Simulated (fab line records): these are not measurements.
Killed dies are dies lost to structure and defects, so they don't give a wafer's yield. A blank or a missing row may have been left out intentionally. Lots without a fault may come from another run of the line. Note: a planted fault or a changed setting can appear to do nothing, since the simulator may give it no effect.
Which tool did it? / flow n5 finfet / Sampling: 24 lots, 72 wafers, 6 of 1938 route steps

== WHAT THE GAUGES READ, wafer by wafer ==
N5_BEOL_M14_RS_MEAS_54: measurement is done with a four-point probe. Usual: M14_RS 0.0333 ohm/sq, standard deviation 0.00054.
lot=L074; measured=day 12 11:49; on=film metro-02; M14_RS (ohm/sq)=0.0338 0.0339 0.0338; flag=
lot=L075; measured=day 12 23:44; on=film metro-01; M14_RS (ohm/sq)=0.0344 0.0338 0.0332; flag=
lot=L077; measured=day 13 05:50; on=film metro-01; M14_RS (ohm/sq)=0.0336 0.0330 0.0330; flag=
lot=L076; measured=day 13 20:31; on=film metro-01; M14_RS (ohm/sq)=0.0337 0.0329 0.0337; flag=
lot=L078; measured=day 13 21:58; on=film metro-02; M14_RS (ohm/sq)=0.0335 0.0333 0.0329; flag=
lot=L079; measured=day 14 01:26; on=film metro-01; M14_RS (ohm/sq)=0.0339 0.0325 0.0331; flag=
lot=L080; measured=day 14 05:58; on=film metro-01; M14_RS (ohm/sq)=0.0339 0.0327 0.0334; flag=
lot=L081; measured=day 14 18:15; on=film metro-02; M14_RS (ohm/sq)=0.0343 0.0339 0.0336; flag=
lot=L082; measured=day 15 00:23; on=film metro-01; M14_RS (ohm/sq)=0.0337 0.0338 0.0332; flag=
lot=L083; measured=day 15 04:03; on=film metro-02; M14_RS (ohm/sq)=0.0340 0.0328 0.0327; flag=
lot=L086; measured=day 15 07:02; on=film metro-01; M14_RS (ohm/sq)=0.0335 0.0336 0.0329; flag=
lot=L084; measured=day 15 10:11; on=film metro-01; M14_RS (ohm/sq)=0.0334 0.0332 0.0330; flag=
lot=L085; measured=day 15 23:36; on=film metro-01; M14_RS (ohm/sq)=0.0332 0.0337 0.0342; flag=
lot=L087; measured=day 16 05:51; on=film metro-02; M14_RS (ohm/sq)=0.0345 0.0336 0.0331; flag=
lot=L088; measured=day 16 10:34; on=film metro-02; M14_RS (ohm/sq)=0.0337 0.0335 0.0338; flag=
lot=L089; measured=day 16 12:55; on=film metro-01; M14_RS (ohm/sq)=0.0335 0.0334 0.0331; flag=
lot=L090; measured=day 16 16:32; on=film metro-01; M14_RS (ohm/sq)=0.0343 0.0333 0.0342; flag=
lot=L092; measured=day 17 07:50; on=film metro-01; M14_RS (ohm/sq)=0.0328 0.0329 0.0330; flag=
lot=L093; measured=day 17 07:58; on=film metro-02; M14_RS (ohm/sq)=0.0332 0.0335 0.0330; flag=
lot=L091; measured=day 17 08:03; on=film metro-01; M14_RS (ohm/sq)=0.0330 0.0331 0.0331; flag=
lot=L094; measured=day 17 11:00; on=film metro-01; M14_RS (ohm/sq)=0.0331 0.0321 0.0330; flag=
lot=L095; measured=day 17 21:38; on=film metro-01; M14_RS (ohm/sq)=0.0335 0.0325 0.0329; flag=
lot=L097; measured=day 18 16:59; on=film metro-02; M14_RS (ohm/sq)=0.0334 0.0335 0.0323; flag=
lot=L096; measured=day 18 22:19; on=film metro-02; M14_RS (ohm/sq)=0.0322 0.0335 0.0335; flag=

N5_BEOL_M15_OVL_MEAS_11. Usual: V14_OVL -2 nm, standard deviation 4.7.
lot=L074; measured=day 12 12:28; on=overlay-02; V14_OVL (nm)=-5 -7 2; flag=
lot=L075; measured=day 13 00:31; on=overlay-01; V14_OVL (nm)=-4 -7 -7; flag=
lot=L077; measured=day 13 06:28; on=overlay-01; V14_OVL (nm)=4 0 0; flag=
lot=L076; measured=day 13 21:17; on=overlay-01; V14_OVL (nm)=8 -1 6; flag=
lot=L078; measured=day 13 22:44; on=overlay-01; V14_OVL (nm)=2 4 8; flag=
lot=L079; measured=day 14 02:12; on=overlay-01; V14_OVL (nm)=-7 -8 -9; flag=
lot=L080; measured=day 14 06:36; on=overlay-02; V14_OVL (nm)=4 2 0; flag=
lot=L081; measured=day 14 19:09; on=overlay-01; V14_OVL (nm)=-3 -9 -5; flag=
lot=L082; measured=day 15 01:10; on=overlay-01; V14_OVL (nm)=-6 -8 -7; flag=
lot=L083; measured=day 15 04:49; on=overlay-02; V14_OVL (nm)=-3 -7 -13; flag=
lot=L086; measured=day 15 07:40; on=overlay-02; V14_OVL (nm)=1 -4 5; flag=
lot=L084; measured=day 15 10:58; on=overlay-02; V14_OVL (nm)=-4 -10 -9; flag=
lot=L085; measured=day 16 00:22; on=overlay-01; V14_OVL (nm)=0 5 -1; flag=
lot=L087; measured=day 16 06:37; on=overlay-01; V14_OVL (nm)=-10 -3 -9; flag=
lot=L088; measured=day 16 11:20; on=overlay-02; V14_OVL (nm)=-3 -5 3; flag=
lot=L089; measured=day 16 13:41; on=overlay-02; V14_OVL (nm)=-2 1 -4; flag=
lot=L090; measured=day 16 17:11; on=overlay-01; V14_OVL (nm)=-9 -5 -3; flag=
lot=L092; measured=day 17 08:36; on=overlay-01; V14_OVL (nm)=-4 0 -2; flag=
lot=L093; measured=day 17 08:46; on=overlay-01; V14_OVL (nm)=-4 3 -8; flag=
lot=L091; measured=day 17 08:47; on=overlay-02; V14_OVL (nm)=-3 -4 -3; flag=
lot=L094; measured=day 17 11:39; on=overlay-02; V14_OVL (nm)=-8 -4 -9; flag=
lot=L095; measured=day 17 22:17; on=overlay-01; V14_OVL (nm)=1 -2 4; flag=
lot=L097; measured=day 18 17:38; on=overlay-02; V14_OVL (nm)=1 1 1; flag=
lot=L096; measured=day 18 22:58; on=overlay-01; V14_OVL (nm)=-4 -4 1; flag=

N5_BEOL_M15_THK_MEAS_50: measures by xrf. Usual: M15_THK 859 nm, standard deviation 12.
lot=L074; measured=day 12 18:20; on=film metro-02; M15_THK (nm)=856 866 861; flag=
lot=L075; measured=day 13 05:23; on=film metro-02; M15_THK (nm)=852 862 869; flag=
lot=L077; measured=day 13 11:27; on=film metro-01; M15_THK (nm)=849 878 873; flag=
lot=L076; measured=day 14 05:37; on=film metro-01; M15_THK (nm)=863 851 869; flag=
lot=L078; measured=day 14 02:49; on=film metro-02; M15_THK (nm)=864 879 858; flag=
lot=L079; measured=day 14 06:05; on=film metro-02; M15_THK (nm)=850 853 875; flag=
lot=L080; measured=day 14 14:10; on=film metro-01; M15_THK (nm)=865 881 866; flag=
lot=L081; measured=day 15 00:28; on=film metro-02; M15_THK (nm)=863 859 865; flag=
lot=L082; measured=day 15 06:08; on=film metro-02; M15_THK (nm)=866 863 871; flag=
lot=L083; measured=day 15 09:59; on=film metro-01; M15_THK (nm)=855 858 867; flag=
lot=L086; measured=day 15 13:04; on=film metro-01; M15_THK (nm)=861 842 858; flag=
lot=L084; measured=day 15 17:17; on=film metro-01; M15_THK (nm)=841 854 858; flag=
lot=L085; measured=day 16 05:11; on=film metro-01; M15_THK (nm)=881 866 882; flag=
lot=L087; measured=day 16 12:14; on=film metro-02; M15_THK (nm)=864 858 851; flag=
lot=L088; measured=day 16 17:35; on=film metro-02; M15_THK (nm)=865 857 861; flag=
lot=L089; measured=day 16 18:00; on=film metro-01; M15_THK (nm)=851 868 849; flag=
lot=L090; measured=day 16 20:46; on=film metro-01; M15_THK (nm)=861 850 853; flag=
lot=L092; measured=day 17 17:12; on=film metro-01; M15_THK (nm)=862 862 874; flag=
lot=L093; measured=day 17 17:35; on=film metro-02; M15_THK (nm)=831 828 835; flag=
lot=L091; measured=day 17 18:03; on=film metro-02; M15_THK (nm)=861 855 843; flag=
lot=L094; measured=day 17 18:19; on=film metro-02; M15_THK (nm)=838 846 863; flag=
lot=L095; measured=day 18 01:49; on=film metro-02; M15_THK (nm)=857 871 857; flag=
lot=L097; measured=day 18 21:55; on=film metro-01; M15_THK (nm)=863 866 858; flag=
lot=L096; measured=day 19 03:38; on=film metro-02; M15_THK (nm)=843 854 855; flag=

== TOOL THAT RAN EACH LOT (tool first, then ch and the chambers of the sampled wafers, then the start) ==
lot=L074; N5_BEOL_M14_CMP_49=cmp-01 ch 0,1,2, day 12 11:28; N5_BEOL_M14_DEP_53=pecvd-03 ch 0,2, day 12 11:45; N5_BEOL_M15_ETCH_57=rie diel-01 ch 0,1,3, day 12 13:07
lot=L075; N5_BEOL_M14_CMP_49=cmp-04 ch 1,3, day 12 23:19; N5_BEOL_M14_DEP_53=pecvd-01 ch 1,2, day 12 23:40; N5_BEOL_M15_ETCH_57=rie diel-06 ch 0,2,3, day 13 01:27
lot=L077; N5_BEOL_M14_CMP_49=cmp-04 ch 0,1, day 13 05:24; N5_BEOL_M14_DEP_53=pecvd-04 ch 0,2, day 13 05:46; N5_BEOL_M15_ETCH_57=rie diel-04 ch 2,3, day 13 07:08
lot=L076; N5_BEOL_M14_CMP_49=cmp-02 ch 1,2,3, day 13 20:06; N5_BEOL_M14_DEP_53=pecvd-03 ch 0,1,2, day 13 20:27; N5_BEOL_M15_ETCH_57=rie diel-04 ch 1,2, day 13 21:57
lot=L078; N5_BEOL_M14_CMP_49=cmp-04 ch 0,1,3, day 13 21:35; N5_BEOL_M14_DEP_53=pecvd-01 ch 0,1,2, day 13 21:53; N5_BEOL_M15_ETCH_57=rie diel-01 ch 0,1, day 13 23:24
lot=L079; N5_BEOL_M14_CMP_49=cmp-01 ch 0,1,2, day 14 00:59; N5_BEOL_M14_DEP_53=pecvd-01 ch 0,1,2, day 14 01:22; N5_BEOL_M15_ETCH_57=rie diel-01 ch 0,1,3, day 14 02:52
lot=L080; N5_BEOL_M14_CMP_49=cmp-04 ch 0,1, day 14 05:34; N5_BEOL_M14_DEP_53=pecvd-04 ch 0,1,2, day 14 05:53; N5_BEOL_M15_ETCH_57=rie diel-06 ch 0,3, day 14 07:25
lot=L081; N5_BEOL_M14_CMP_49=cmp-01 ch 0,2,3, day 14 17:50; N5_BEOL_M14_DEP_53=pecvd-04 ch 0,2, day 14 18:10; N5_BEOL_M15_ETCH_57=rie diel-06 ch 2,3, day 14 20:23
lot=L082; N5_BEOL_M14_CMP_49=cmp-01 ch 0,1,3, day 14 23:58; N5_BEOL_M14_DEP_53=pecvd-03 ch 0,2, day 15 00:20; N5_BEOL_M15_ETCH_57=rie diel-01 ch 0,2,3, day 15 02:04
lot=L083; N5_BEOL_M14_CMP_49=cmp-01 ch 0,2,3, day 15 03:38; N5_BEOL_M14_DEP_53=pecvd-01 ch 0,1,2, day 15 03:59; N5_BEOL_M15_ETCH_57=rie diel-01 ch 0,2, day 15 05:29
lot=L086; N5_BEOL_M14_CMP_49=cmp-01 ch 0,2,3, day 15 06:36; N5_BEOL_M14_DEP_53=pecvd-04 ch 0,2, day 15 06:58; N5_BEOL_M15_ETCH_57=rie diel-06 ch 0,1,2, day 15 08:23
lot=L084; N5_BEOL_M14_CMP_49=cmp-04 ch 0,1,3, day 15 09:47; N5_BEOL_M14_DEP_53=pecvd-03 ch 0,1, day 15 10:06; N5_BEOL_M15_ETCH_57=rie diel-06 ch 0,1,2, day 15 12:29
lot=L085; N5_BEOL_M14_CMP_49=cmp-04 ch 2,3, day 15 23:10; N5_BEOL_M14_DEP_53=pecvd-03 ch 0,1,2, day 15 23:32; N5_BEOL_M15_ETCH_57=rie diel-06 ch 2,3, day 16 01:02
lot=L087; N5_BEOL_M14_CMP_49=cmp-01 ch 2,3, day 16 05:28; N5_BEOL_M14_DEP_53=pecvd-04 ch 0,1, day 16 05:47; N5_BEOL_M15_ETCH_57=rie diel-01 ch 1,3, day 16 07:17
lot=L088; N5_BEOL_M14_CMP_49=cmp-02 ch 1,2, day 16 10:07; N5_BEOL_M14_DEP_53=pecvd-01 ch 1,2, day 16 10:29; N5_BEOL_M15_ETCH_57=rie diel-04 ch 0,1,2, day 16 12:03
lot=L089; N5_BEOL_M14_CMP_49=cmp-02 ch 0,1,3, day 16 12:29; N5_BEOL_M14_DEP_53=pecvd-01 ch 0,1,2, day 16 12:50; N5_BEOL_M15_ETCH_57=rie diel-01 ch 0,1,3, day 16 14:20
lot=L090; N5_BEOL_M14_CMP_49=cmp-01 ch 1,2, day 16 16:08; N5_BEOL_M14_DEP_53=pecvd-03 ch 0,1,2, day 16 16:28; N5_BEOL_M15_ETCH_57=rie diel-04 ch 0,2, day 16 17:50
lot=L092; N5_BEOL_M14_CMP_49=cmp-02 ch 1,2, day 17 07:24; N5_BEOL_M14_DEP_53=pecvd-03 ch 0,1, day 17 07:46; N5_BEOL_M15_ETCH_57=rie diel-06 ch 1,2,3, day 17 09:20
lot=L093; N5_BEOL_M14_CMP_49=cmp-01 ch 0,2,3, day 17 07:32; N5_BEOL_M14_DEP_53=pecvd-03 ch 0,1, day 17 07:53; N5_BEOL_M15_ETCH_57=rie diel-01 ch 0,2, day 17 09:29
lot=L091; N5_BEOL_M14_CMP_49=cmp-02 ch 0,3, day 17 07:38; N5_BEOL_M14_DEP_53=pecvd-04 ch 0,1,2, day 17 07:59; N5_BEOL_M15_ETCH_57=rie diel-04 ch 0,1,3, day 17 09:37
lot=L094; N5_BEOL_M14_CMP_49=cmp-01 ch 0,1, day 17 10:35; N5_BEOL_M14_DEP_53=pecvd-01 ch 0,2, day 17 10:55; N5_BEOL_M15_ETCH_57=rie diel-06 ch 1,2, day 17 12:18
lot=L095; N5_BEOL_M14_CMP_49=cmp-02 ch 1,2, day 17 21:13; N5_BEOL_M14_DEP_53=pecvd-03 ch 0,2, day 17 21:34; N5_BEOL_M15_ETCH_57=rie diel-04 ch 2,3, day 17 22:58
lot=L097; N5_BEOL_M14_CMP_49=cmp-01 ch 0,1, day 18 16:34; N5_BEOL_M14_DEP_53=pecvd-04 ch 0,1, day 18 16:55; N5_BEOL_M15_ETCH_57=rie diel-06 ch 1,2,3, day 18 18:17
lot=L096; N5_BEOL_M14_CMP_49=cmp-04 ch 0,2,3, day 18 21:53; N5_BEOL_M14_DEP_53=pecvd-04 ch 0,1,2, day 18 22:15; N5_BEOL_M15_ETCH_57=rie diel-06 ch 1,2,3, day 18 23:47
- N5_BEOL_M14_CMP_49: polishes, stops on SiO2, t overpolish 5.2 s, target thk 560 nm.
- N5_BEOL_M14_DEP_53: deposits SiCN from 3MS/NH3, target thk 50 nm, time 17.8 s.
- N5_BEOL_M15_ETCH_57: etches SOC in N2/H2, time 750 s.

== AS READ BY THE TOOLS THEMSELVES (means over the sampled wafers that have a number; for cases with no such wafer, the mark the record gives instead) ==
N5_BEOL_M14_CMP_49. Usual: barrier field endpoint s 11.37 s, standard deviation 0.2; motor current A 8.2 A, standard deviation 0.57; overpolish run s 5.199 s, standard deviation 0.0093; time to endpoint s 121.4 s, standard deviation 3.
lot=L074; tool=cmp-01; barrier field endpoint s (s)=11.42; motor current A (A)=8.1; overpolish run s (s)=5.203; time to endpoint s (s)=122.7; flag=
lot=L075; tool=cmp-04; barrier field endpoint s (s)=11.43; motor current A (A)=8.6; overpolish run s (s)=5.201; time to endpoint s (s)=121.8; flag=
lot=L077; tool=cmp-04; barrier field endpoint s (s)=11.36; motor current A (A)=8.7; overpolish run s (s)=5.190; time to endpoint s (s)=125.1; flag=
lot=L076; tool=cmp-02; barrier field endpoint s (s)=11.24; motor current A (A)=8.1; overpolish run s (s)=5.196; time to endpoint s (s)=122.2; flag=
lot=L078; tool=cmp-04; barrier field endpoint s (s)=11.36; motor current A (A)=8.7; overpolish run s (s)=5.198; time to endpoint s (s)=121.1; flag=
lot=L079; tool=cmp-01; barrier field endpoint s (s)=11.12; motor current A (A)=8.2; overpolish run s (s)=5.203; time to endpoint s (s)=118.4; flag=
lot=L080; tool=cmp-04; barrier field endpoint s (s)=11.03; motor current A (A)=8.5; overpolish run s (s)=5.206; time to endpoint s (s)=118.4; flag=
lot=L081; tool=cmp-01; barrier field endpoint s (s)=11.53; motor current A (A)=8.1; overpolish run s (s)=5.213; time to endpoint s (s)=123.0; flag=
lot=L082; tool=cmp-01; barrier field endpoint s (s)=11.37; motor current A (A)=8.5; overpolish run s (s)=5.189; time to endpoint s (s)=119.4; flag=
lot=L083; tool=cmp-01; barrier field endpoint s (s)=11.42; motor current A (A)=8.0; overpolish run s (s)=5.202; time to endpoint s (s)=120.4; flag=
lot=L086; tool=cmp-01; barrier field endpoint s (s)=11.32; motor current A (A)=8.1; overpolish run s (s)=5.200; time to endpoint s (s)=120.4; flag=
lot=L084; tool=cmp-04; barrier field endpoint s (s)=11.62; motor current A (A)=8.4; overpolish run s (s)=5.204; time to endpoint s (s)=122.0; flag=
lot=L085; tool=cmp-04; barrier field endpoint s (s)=11.27; motor current A (A)=7.7; overpolish run s (s)=5.198; time to endpoint s (s)=122.3; flag=
lot=L087; tool=cmp-01; barrier field endpoint s (s)=11.48; motor current A (A)=8.0; overpolish run s (s)=5.194; time to endpoint s (s)=122.1; flag=
lot=L088; tool=cmp-02; barrier field endpoint s (s)=11.26; motor current A (A)=7.8; overpolish run s (s)=5.204; time to endpoint s (s)=119.2; flag=
lot=L089; tool=cmp-02; barrier field endpoint s (s)=11.54; motor current A (A)=8.0; overpolish run s (s)=5.194; time to endpoint s (s)=125.0; flag=
lot=L090; tool=cmp-01; barrier field endpoint s (s)=11.48; motor current A (A)=8.5; overpolish run s (s)=5.193; time to endpoint s (s)=120.2; flag=
lot=L092; tool=cmp-02; barrier field endpoint s (s)=11.30; motor current A (A)=7.8; overpolish run s (s)=5.197; time to endpoint s (s)=121.9; flag=
lot=L093; tool=cmp-01; barrier field endpoint s (s)=11.43; motor current A (A)=8.1; overpolish run s (s)=5.204; time to endpoint s (s)=119.1; flag=
lot=L091; tool=cmp-02; barrier field endpoint s (s)=11.13; motor current A (A)=8.3; overpolish run s (s)=5.200; time to endpoint s (s)=122.6; flag=
lot=L094; tool=cmp-01; barrier field endpoint s (s)=11.26; motor current A (A)=8.6; overpolish run s (s)=5.201; time to endpoint s (s)=117.3; flag=
lot=L095; tool=cmp-02; barrier field endpoint s (s)=11.62; motor current A (A)=7.9; overpolish run s (s)=5.203; time to endpoint s (s)=123.7; flag=
lot=L097; tool=cmp-01; barrier field endpoint s (s)=11.42; motor current A (A)=8.5; overpolish run s (s)=5.206; time to endpoint s (s)=120.2; flag=
lot=L096; tool=cmp-04; barrier field endpoint s (s)=11.48; motor current A (A)=8.0; overpolish run s (s)=5.199; time to endpoint s (s)=122.4; flag=

N5_BEOL_M14_DEP_53. Usual: showerhead plenum p Torr 4.162 Torr, standard deviation 0.026; throttle valve pct 18.5 %, standard deviation 0.61.
lot=L074; tool=pecvd-03; showerhead plenum p Torr (Torr)=4.153; throttle valve pct (%)=18.1; flag=
lot=L075; tool=pecvd-01; showerhead plenum p Torr (Torr)=4.177; throttle valve pct (%)=19.6; flag=
lot=L077; tool=pecvd-04; showerhead plenum p Torr (Torr)=4.149; throttle valve pct (%)=17.9; flag=
lot=L076; tool=pecvd-03; showerhead plenum p Torr (Torr)=4.157; throttle valve pct (%)=18.5; flag=
lot=L078; tool=pecvd-01; showerhead plenum p Torr (Torr)=4.176; throttle valve pct (%)=19.2; flag=
lot=L079; tool=pecvd-01; showerhead plenum p Torr (Torr)=4.185; throttle valve pct (%)=19.2; flag=
lot=L080; tool=pecvd-04; showerhead plenum p Torr (Torr)=4.147; throttle valve pct (%)=18.0; flag=
lot=L081; tool=pecvd-04; showerhead plenum p Torr (Torr)=4.137; throttle valve pct (%)=17.9; flag=
lot=L082; tool=pecvd-03; showerhead plenum p Torr (Torr)=4.172; throttle valve pct (%)=18.4; flag=
lot=L083; tool=pecvd-01; showerhead plenum p Torr (Torr)=4.187; throttle valve pct (%)=19.2; flag=
lot=L086; tool=pecvd-04; showerhead plenum p Torr (Torr)=4.151; throttle valve pct (%)=17.9; flag=
lot=L084; tool=pecvd-03; showerhead plenum p Torr (Torr)=4.155; throttle valve pct (%)=18.6; flag=
lot=L085; tool=pecvd-03; showerhead plenum p Torr (Torr)=4.162; throttle valve pct (%)=18.3; flag=
lot=L087; tool=pecvd-04; showerhead plenum p Torr (Torr)=4.148; throttle valve pct (%)=18.1; flag=
lot=L088; tool=pecvd-01; showerhead plenum p Torr (Torr)=4.193; throttle valve pct (%)=19.4; flag=
lot=L089; tool=pecvd-01; showerhead plenum p Torr (Torr)=4.186; throttle valve pct (%)=19.4; flag=
lot=L090; tool=pecvd-03; showerhead plenum p Torr (Torr)=4.153; throttle valve pct (%)=18.4; flag=
lot=L092; tool=pecvd-03; showerhead plenum p Torr (Torr)=4.170; throttle valve pct (%)=18.5; flag=
lot=L093; tool=pecvd-03; showerhead plenum p Torr (Torr)=4.170; throttle valve pct (%)=18.6; flag=
lot=L091; tool=pecvd-04; showerhead plenum p Torr (Torr)=4.145; throttle valve pct (%)=18.3; flag=
lot=L094; tool=pecvd-01; showerhead plenum p Torr (Torr)=4.206; throttle valve pct (%)=19.4; flag=
lot=L095; tool=pecvd-03; showerhead plenum p Torr (Torr)=4.174; throttle valve pct (%)=18.3; flag=
lot=L097; tool=pecvd-04; showerhead plenum p Torr (Torr)=4.138; throttle valve pct (%)=18.3; flag=
lot=L096; tool=pecvd-04; showerhead plenum p Torr (Torr)=4.144; throttle valve pct (%)=18.1; flag=

N5_BEOL_M15_ETCH_57. Usual: drypump motor current A 5.8 A, standard deviation 0.64; oes product au 0.80 a.u., standard deviation 0.074; rf vpp V 523.9 V, standard deviation 2.5; showerhead plenum p Torr 2.55 Torr, standard deviation 0.084; throttle valve pct 17.76 %, standard deviation 0.2.
lot=L074; tool=rie diel-01; drypump motor current A (A)=5.9; oes product au (a.u.)=0.82; rf vpp V (V)=524.4; showerhead plenum p Torr (Torr)=2.54; throttle valve pct (%)=17.61; flag=
lot=L075; tool=rie diel-06; drypump motor current A (A)=6.0; oes product au (a.u.)=0.81; rf vpp V (V)=522.4; showerhead plenum p Torr (Torr)=2.53; throttle valve pct (%)=17.90; flag=
lot=L077; tool=rie diel-04; drypump motor current A (A)=5.9; oes product au (a.u.)=0.81; rf vpp V (V)=523.6; showerhead plenum p Torr (Torr)=2.52; throttle valve pct (%)=17.76; flag=
lot=L076; tool=rie diel-04; drypump motor current A (A)=6.1; oes product au (a.u.)=0.73; rf vpp V (V)=523.2; showerhead plenum p Torr (Torr)=2.50; throttle valve pct (%)=18.00; flag=
lot=L078; tool=rie diel-01; drypump motor current A (A)=5.9; oes product au (a.u.)=0.78; rf vpp V (V)=524.4; showerhead plenum p Torr (Torr)=2.56; throttle valve pct (%)=17.71; flag=
lot=L079; tool=rie diel-01; drypump motor current A (A)=5.9; oes product au (a.u.)=0.81; rf vpp V (V)=523.3; showerhead plenum p Torr (Torr)=2.53; throttle valve pct (%)=17.62; flag=
lot=L080; tool=rie diel-06; drypump motor current A (A)=5.5; oes product au (a.u.)=0.74; rf vpp V (V)=521.8; showerhead plenum p Torr (Torr)=2.46; throttle valve pct (%)=18.04; flag=
lot=L081; tool=rie diel-06; drypump motor current A (A)=6.1; oes product au (a.u.)=0.80; rf vpp V (V)=522.9; showerhead plenum p Torr (Torr)=2.52; throttle valve pct (%)=17.99; flag=
lot=L082; tool=rie diel-01; drypump motor current A (A)=5.3; oes product au (a.u.)=0.78; rf vpp V (V)=521.9; showerhead plenum p Torr (Torr)=2.48; throttle valve pct (%)=17.67; flag=
lot=L083; tool=rie diel-01; drypump motor current A (A)=5.3; oes product au (a.u.)=0.76; rf vpp V (V)=522.5; showerhead plenum p Torr (Torr)=2.51; throttle valve pct (%)=17.76; flag=
lot=L086; tool=rie diel-06; drypump motor current A (A)=5.9; oes product au (a.u.)=0.79; rf vpp V (V)=524.4; showerhead plenum p Torr (Torr)=2.55; throttle valve pct (%)=17.80; flag=
lot=L084; tool=rie diel-06; drypump motor current A (A)=6.0; oes product au (a.u.)=0.80; rf vpp V (V)=524.0; showerhead plenum p Torr (Torr)=2.55; throttle valve pct (%)=17.81; flag=
lot=L085; tool=rie diel-06; drypump motor current A (A)=6.1; oes product au (a.u.)=0.89; rf vpp V (V)=525.9; showerhead plenum p Torr (Torr)=2.63; throttle valve pct (%)=17.85; flag=
lot=L087; tool=rie diel-01; drypump motor current A (A)=6.3; oes product au (a.u.)=0.78; rf vpp V (V)=523.6; showerhead plenum p Torr (Torr)=2.52; throttle valve pct (%)=17.68; flag=
lot=L088; tool=rie diel-04; drypump motor current A (A)=5.9; oes product au (a.u.)=0.77; rf vpp V (V)=524.5; showerhead plenum p Torr (Torr)=2.58; throttle valve pct (%)=17.88; flag=
lot=L089; tool=rie diel-01; drypump motor current A (A)=5.8; oes product au (a.u.)=0.79; rf vpp V (V)=523.2; showerhead plenum p Torr (Torr)=2.53; throttle valve pct (%)=17.65; flag=
lot=L090; tool=rie diel-04; drypump motor current A (A)=5.6; oes product au (a.u.)=0.81; rf vpp V (V)=524.4; showerhead plenum p Torr (Torr)=2.60; throttle valve pct (%)=17.76; flag=
lot=L092; tool=rie diel-06; drypump motor current A (A)=5.6; oes product au (a.u.)=0.91; rf vpp V (V)=525.9; showerhead plenum p Torr (Torr)=2.59; throttle valve pct (%)=17.72; flag=
lot=L093; tool=rie diel-01; drypump motor current A (A)=5.2; oes product au (a.u.)=0.75; rf vpp V (V)=523.1; showerhead plenum p Torr (Torr)=2.51; throttle valve pct (%)=17.79; flag=
lot=L091; tool=rie diel-04; drypump motor current A (A)=5.7; oes product au (a.u.)=0.79; rf vpp V (V)=525.9; showerhead plenum p Torr (Torr)=2.63; throttle valve pct (%)=17.74; flag=
lot=L094; tool=rie diel-06; drypump motor current A (A)=5.5; oes product au (a.u.)=0.91; rf vpp V (V)=523.0; showerhead plenum p Torr (Torr)=2.52; throttle valve pct (%)=17.61; flag=
lot=L095; tool=rie diel-04; drypump motor current A (A)=6.0; oes product au (a.u.)=0.78; rf vpp V (V)=523.5; showerhead plenum p Torr (Torr)=2.51; throttle valve pct (%)=17.81; flag=
lot=L097; tool=rie diel-06; drypump motor current A (A)=5.5; oes product au (a.u.)=0.89; rf vpp V (V)=525.4; showerhead plenum p Torr (Torr)=2.59; throttle valve pct (%)=17.74; flag=
lot=L096; tool=rie diel-06; drypump motor current A (A)=5.6; oes product au (a.u.)=0.89; rf vpp V (V)=524.6; showerhead plenum p Torr (Torr)=2.59; throttle valve pct (%)=17.75; flag=

== THE ANSWER, worked out from the rows above alone ==
Rule: a lot is off if the mean of its wafers that have a number lies more than 3 standard deviations from the usual mean. A lot without any number at a reading at which 4 lots or more have one is off too. The other lots that the step has rows for count as sound. Order of review: gauges by route order, followed by the tools' own readings, for which a lot's mean as printed above is used. At the first step where some lot is off, the reading lying furthest off is the one used; lots without a number count as furthest.
Nothing can be told from this: no lot is off at any reading shown.

== WHAT HAD BEEN PUT IN BY THE SIMULATOR ==
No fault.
